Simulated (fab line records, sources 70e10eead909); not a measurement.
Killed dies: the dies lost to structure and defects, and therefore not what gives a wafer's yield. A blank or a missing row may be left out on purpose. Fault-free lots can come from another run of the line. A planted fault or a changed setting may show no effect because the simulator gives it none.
Which of the tools did it?    flow nandHarc    12 lots, 36 wafers sampled, at 5 steps of a route of 1302

## WHAT EACH GAUGE READ, for each wafer
NHARC_P_CONTACT_CD_MEAS_12: the cd target is 90 nm.
lot   measured      on        cdNm (nm)
L162  day 6 01:49   cdSem-02  91.6 91.4 89.8
L163  day 6 08:34   cdSem-01  89.7 90.6 89.7
L164  day 6 18:53   cdSem-03  91.2 90.1 89.6
L165  day 7 07:48   cdSem-01  90.2 90.6 90.0
L168  day 8 09:49   cdSem-02  89.9 90.7 89.0
L171  day 9 17:27   cdSem-03  89.4 89.6 89.1
L172  day 9 23:04   cdSem-01  90.2 90.2 88.7
L173  day 10 08:51  cdSem-01  88.4 90.0 90.4
L174  day 11 00:07  cdSem-03  90.0 91.0 90.3
L175  day 11 20:01  cdSem-02  91.1 90.0 90.1
L181  day 14 00:50  cdSem-01  90.4 89.4 89.8
L182  day 14 10:08  cdSem-03  90.2 89.5 90.6

NHARC_END_SORT_01.
lot   measured      on         killedAtArray  killedAtOther  killedAtPeriphery  killedDies  killedOpen  killedShort
L172  day 29 12:40  prober-02  84 91 87       0 0 2          3 4 3              87 95 92    4 7 7       2 4 0
L174  day 29 04:52  prober-01  72 76 62       1 0 1          5 2 2              78 78 65    4 2 4       5 1 3
L175  day 30 18:44  prober-02  53             0              6                  59          5           1
L181  day 33 04:09  prober-02  82             4              4                  90          5           3

## TOOL THAT RAN EACH LOT (tool first, then ch and the chambers of the sampled wafers, then the start)
lot   NHARC_P_CONTACT_ETCH_36                       NHARC_P_CONTACT_PVD_32       NHARC_P_CONTACT_CMP_24
L162  rieDiel-06 ch 1,3, day 6 03:43 or earlier     pvdSputter-02, day 6 03:43   cmp-01 ch 0,1,3, day 6 04:44
L163  rieDiel-07 ch 1,3, day 6 10:29 or earlier     pvdSputter-02, day 6 10:29   cmp-01 ch 0,2,3, day 6 11:29
L164  rieDiel-11 ch 1,2, day 6 20:47 or earlier     pvdSputter-02, day 6 20:47   cmp-03 ch 2,3, day 6 21:49
L165  rieDiel-11 ch 1,2, day 7 09:42 or earlier     pvdSputter-02, day 7 09:42   cmp-03 ch 0,1,2, day 7 10:44
L168  rieDiel-11 ch 0,3, day 8 11:43 or earlier     pvdSputter-02, day 8 11:43   cmp-02 ch 0,2, day 8 12:44
L171  rieDiel-07 ch 0,3, day 9 19:21 or earlier     pvdSputter-01, day 9 19:21   cmp-01 ch 2,3, day 9 20:20
L172  rieDiel-11 ch 0,1,3, day 10 00:59 or earlier  pvdSputter-01, day 10 00:59  cmp-03 ch 0,2,3, day 10 01:55
L173  rieDiel-06 ch 0,1,2, day 10 10:49 or earlier  pvdSputter-03, day 10 10:49  cmp-02 ch 0,2,3, day 10 11:47
L174  rieDiel-06 ch 0,1,3, day 11 02:09 or earlier  pvdSputter-01, day 11 02:09  cmp-02 ch 0,1,3, day 11 03:07
L175  rieDiel-07 ch 2,3, day 11 21:56 or earlier    pvdSputter-03, day 11 21:56  cmp-01 ch 0,2,3, day 11 23:13
L181  rieDiel-07 ch 0,3, day 14 02:47 or earlier    pvdSputter-01, day 14 02:47  cmp-02 ch 0,1, day 14 04:01
L182  rieDiel-07 ch 1,2, day 14 12:03 or earlier    pvdSputter-02, day 14 12:03  cmp-01 ch 1,3, day 14 13:15
- NHARC_P_CONTACT_ETCH_36: etches the open film in N2/H2, target depth 260 nm, time 406.25 s.
- NHARC_P_CONTACT_PVD_32: deposits Ti, target thk 5 nm, time 17.7 s.
- NHARC_P_CONTACT_CMP_24: polishes, t overpolish 30 s, target thk 200 nm.

## AS READ BY THE TOOLS THEMSELVES (means over the sampled wafers that have a number; for cases with no such wafer, the mark the record gives instead)
NHARC_P_CONTACT_ETCH_36.
lot   tool        drypumpMotorCurrentA (A)  oesProductAu (a.u.)  rfVppV (V)  showerheadPlenumPTorr (Torr)  throttleValvePct (%)
L162  rieDiel-06  4.8                       1.014                430.2       2.03                          14.167
L163  rieDiel-07  5.0                       0.997                429.6       1.98                          14.176
L164  rieDiel-11  5.4                       1.000                427.0       1.91                          14.161
L165  rieDiel-11  5.4                       0.995                427.6       1.91                          14.168
L168  rieDiel-11  5.7                       1.007                429.5       1.99                          14.175
L171  rieDiel-07  5.0                       0.995                431.0       2.08                          14.172
L172  rieDiel-11  5.5                       1.012                428.7       1.97                          14.168
L173  rieDiel-06  5.2                       0.998                431.5       2.08                          14.180
L174  rieDiel-06  5.0                       0.999                429.7       2.02                          14.173
L175  rieDiel-07  5.4                       1.006                432.5       2.12                          14.168
L181  rieDiel-07  4.9                       0.989                430.0       2.02                          14.164
L182  rieDiel-07  5.3                       1.002                429.2       1.97                          14.172

NHARC_P_CONTACT_PVD_32.
lot   tool           cathodeDcPowerW (W)  chamberPressurePa (Pa)  throttleValvePct (%)
L162  pvdSputter-02  5000.4               4.990                   30.3
L163  pvdSputter-02  4999.6               5.007                   29.9
L164  pvdSputter-02  5000.4               5.001                   30.5
L165  pvdSputter-02  4999.5               5.002                   30.3
L168  pvdSputter-02  5000.7               5.005                   29.9
L171  pvdSputter-01  5000.3               4.994                   30.7
L172  pvdSputter-01  5000.1               5.006                   30.2
L173  pvdSputter-03  4999.9               5.002                   28.7
L174  pvdSputter-01  5000.4               5.013                   30.3
L175  pvdSputter-03  5000.4               5.003                   29.6
L181  pvdSputter-01  5000.2               4.998                   30.4
L182  pvdSputter-02  5000.8               4.994                   29.4

NHARC_P_CONTACT_CMP_24.
lot   tool    motorCurrentA (A)  overpolishRunS (s)  retainingRingPressureFrac  timeToEndpointS (s)
L162  cmp-01  12.8               30.007              0.996                      38
L163  cmp-01  12.7               30.000              0.995                      37
L164  cmp-03  11.6               30.001              1.001                      38
L165  cmp-03  12.2               30.012              0.997                      41
L168  cmp-02  11.1               29.995              1.000                      44
L171  cmp-01  12.1               29.991              0.997                      39
L172  cmp-03  11.6               29.997              0.996                      40
L173  cmp-02  11.4               29.997              0.999                      42
L174  cmp-02  11.6               30.002              1.001                      39
L175  cmp-01  13.1               29.999              0.999                      41
L181  cmp-02  12.1               29.996              0.993                      42
L182  cmp-01  12.2               29.993              1.002                      37

## THE ANSWER, worked out from the rows above alone
Rule: the lots themselves supply what counts as usual. Put in order of their means at a reading, lots are off if they are a third of the lots or fewer, leave a main group of 4 or more, and stand apart from it by a gap of 3 or more times the standard deviation of the main group's means; of several such gaps the widest counts. A main group is skipped when, at the precision printed for the reading in the tables above, its means are all equal. Also off: a lot with no number at a reading for which 4 or more lots have one. All remaining lots with rows at the step are treated as sound. The gauges are gone through in route order, then the tools' own readings, and for those a lot's mean is taken as printed above. At the first step where some lot is off, the reading lying furthest off is the one used; lots without a number count as furthest.
No lot is off on any of the readings shown, so nothing can be concluded from this.

## WHAT THE SIMULATOR HAD PUT IN
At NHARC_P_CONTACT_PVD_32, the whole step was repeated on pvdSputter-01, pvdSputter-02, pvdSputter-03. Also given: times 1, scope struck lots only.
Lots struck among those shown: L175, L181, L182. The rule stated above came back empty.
